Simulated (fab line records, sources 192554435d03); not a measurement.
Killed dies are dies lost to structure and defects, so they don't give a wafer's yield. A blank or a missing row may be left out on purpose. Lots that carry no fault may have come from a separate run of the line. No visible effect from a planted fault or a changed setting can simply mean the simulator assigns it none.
A lot that was struck, set against a sound lot -- flow n5_finfet -- 16 steps out of a route of 1938
Sound: these wafers, L853.1, L853.4, L853.5. Struck: wafer L847.4. (L847.5, L847.6 of the same lot were not struck and are left out.) The cause comes at the end.
Each step with rows lists, per side, the tool, then ch with its chambers, then its first start. Under that, the readings that differ: sound wafers -- struck wafers -- difference of the means -- sigmas: that difference in standard deviations of wafers without a fault.
alike: words and numbers the same on both sides, and readings whose means are apart by under 2 such deviations; not compared: readings that were withheld, readings missing a value for some wafer, numbers with overlapping values and no deviation given by the record, and bounds like >300 which may hide the same value.
Wherever a step has rows on one side only, a row that says differs or no value, or a row with sigmas, the two part there. Non-overlapping numbers with no deviation appear without sigmas and do not part them. Lack of a reading on every wafer of one side parts them only where that side has two or more wafers.

first, 1 step without rows for these wafers: N5_FIN_SAQP_ETCH_69 (etches SOC in N2/H2, stops on SiNx, target depth 150 nm).
N5_FIN_SAQP_ETCH_67: etches SiNx in CH3F/O2, target depth 30 nm.
  sound on rie_diel-02 ch 0,2,3, day 6 19:49; struck on rie_diel-02 ch 2, day 5 09:01
  alike: drypump_motor_current_A, oes_product_au, rf_vpp_V, showerhead_plenum_p_Torr, throttle_valve_pct
  not compared: rf_hours_counter_h
N5_FIN_SAQP_STRIP_70: strips in N2/H2.
  sound on rie_diel-02 ch 0,2,3, day 6 19:52; struck on rie_diel-02 ch 2, day 5 09:03
  alike: drypump_motor_current_A, oes_product_au, power_w, rf_vpp_V, showerhead_plenum_p_Torr, throttle_valve_pct
  not compared: rf_hours_counter_h
then, 1 step without rows for these wafers: N5_FIN_SAQP_RECESS_71 (chemistry HF/NH3, target SiO2, target depth 3 nm, afs cycles 1, sublimation time 60 s).
N5_FIN_SAQP_SPACER2_ALD_28: deposits SiO2, target thk 8.1 nm, pulse time 1 s, purge time 2 s.
  sound on ald_sin-02 ch 2,3, day 6 20:04; struck on ald_sin-01 ch 2, day 5 09:24
reading,sound,struck,difference,sigmas
precursor_pulse_height_rel,0.970 0.976 0.997,1.037,+0.056,+3
  alike: heater_power_w
N5_FIN_SAQP_SPACER2_ETCHBACK_29: etches SiO2 in CHF3/O2, target depth 12.2 nm, time 6.1 s.
  sound on rie_diel-02 ch 0,2,3, day 6 20:27; struck on rie_diel-02 ch 3, day 5 09:35
  alike: drypump_motor_current_A, oes_product_au, rf_vpp_V, showerhead_plenum_p_Torr, throttle_valve_pct
  not compared: rf_hours_counter_h
then, 1 step without rows for these wafers: N5_FIN_SAQP_MANDREL2_REMOVE_60 (chemistry HBr/Cl2/O2, target a-Si, stops on SiNx, bt time 10 s).
N5_FIN_SAQP_CD_MEAS_31 targets a cd of 8 nm.
  sound on cd_sem-01 ch 0, day 6 20:38; struck on cd_sem-01 ch 0, day 5 09:47
reading,sound,struck,difference,sigmas
cd_nm (nm),7.86 7.61 8.20,8.45,+0.56,+2
then, 3 steps without rows for these wafers: N5_FIN_SAQP_HM_OPEN_33 (chemistry CH3F/O2, target SiNx, target depth 49.4 nm, time 70.6 s); N5_FIN_SAQP_ETCH_34 (etches SiO2 in C4F6/O2, target depth 45 nm, time 15 s); N5_FIN_SAQP_STRIP_77 (strips in N2/H2, time 90 s).
N5_FIN_SAQP_HM_CD_35 targets a cd of 8 nm.
  struck on cd_sem-02, day 5 10:04; sound on cd_sem-01, day 6 20:55
  alike: cd_nm
N5_FIN_SAQP_ETCH_64: etches SiO2 in CF4, target depth 1.5 nm.
  sound on rie_si-02 ch 0,3, day 6 20:57; struck on rie_si-01 ch 3, day 5 10:06
reading,sound,struck,difference,sigmas
oes_product_au (a.u.),0.965 1.039 0.967,1.285,+0.295,+13
model.etch.depth_nm (nm),1.464 1.535 1.473,2.144,+0.653,
  alike: drypump_motor_current_A, throttle_valve_pct
  not compared: rf_hours_counter_h
N5_FIN_SAQP_FIN_ETCH_36: etches the open film in HBr/Cl2/O2, target depth 120 nm, time 50.4 s.
  sound on rie_si-02 ch 0,3, day 6 20:58; struck on rie_si-01 ch 3, day 5 10:07
  alike: drypump_motor_current_A, oes_product_au, throttle_valve_pct
  not compared: rf_hours_counter_h
-- a jump in the record: the struck wafers' starts before and after are 9 days apart (it breaks off in module FIN_SAQP and resumes in module BEOL_M4, where the first step shown is number 1111 of the route) --
N5_BEOL_M4_RC_MEAS_101:
  sound on prober-01 ch 0, day 14 08:52; struck on prober-02 ch 0, day 14 08:31
  alike: DIBL_N, DIBL_P, IOFF_N, IOFF_P, ION_N, ION_P, SS_N, SS_P, VT_N, VT_P
-- record jumps: 5 days separate the struck wafers' starts on either side; left off in module BEOL_M4, taken up again in module PASSIVATION, whose first shown step is the route's number 1936 --
N5_PASSIVATION_PROBE_49:
  struck on prober-01, day 19 10:25; sound on prober-01, day 19 00:50
  alike: defect_limited_yield, killed_at_M0_to_M3, killed_at_M4_up, killed_at_contacts, killed_at_front_end, killed_at_other, killed_dies, killed_open, killed_short, sort_bin_5_function, sort_bin_6_memory, sort_n_pass, sort_yield_pct

== WHERE THEY PART ==
At N5_FIN_SAQP_SPACER2_ALD_28 first; at N5_FIN_SAQP_ETCH_64 last (within this record only). Later steps at which nothing parts them and some readings are alike: N5_FIN_SAQP_FIN_ETCH_36, N5_BEOL_M4_RC_MEAS_101, N5_PASSIVATION_PROBE_49.

WHY: what had been put in by the simulator
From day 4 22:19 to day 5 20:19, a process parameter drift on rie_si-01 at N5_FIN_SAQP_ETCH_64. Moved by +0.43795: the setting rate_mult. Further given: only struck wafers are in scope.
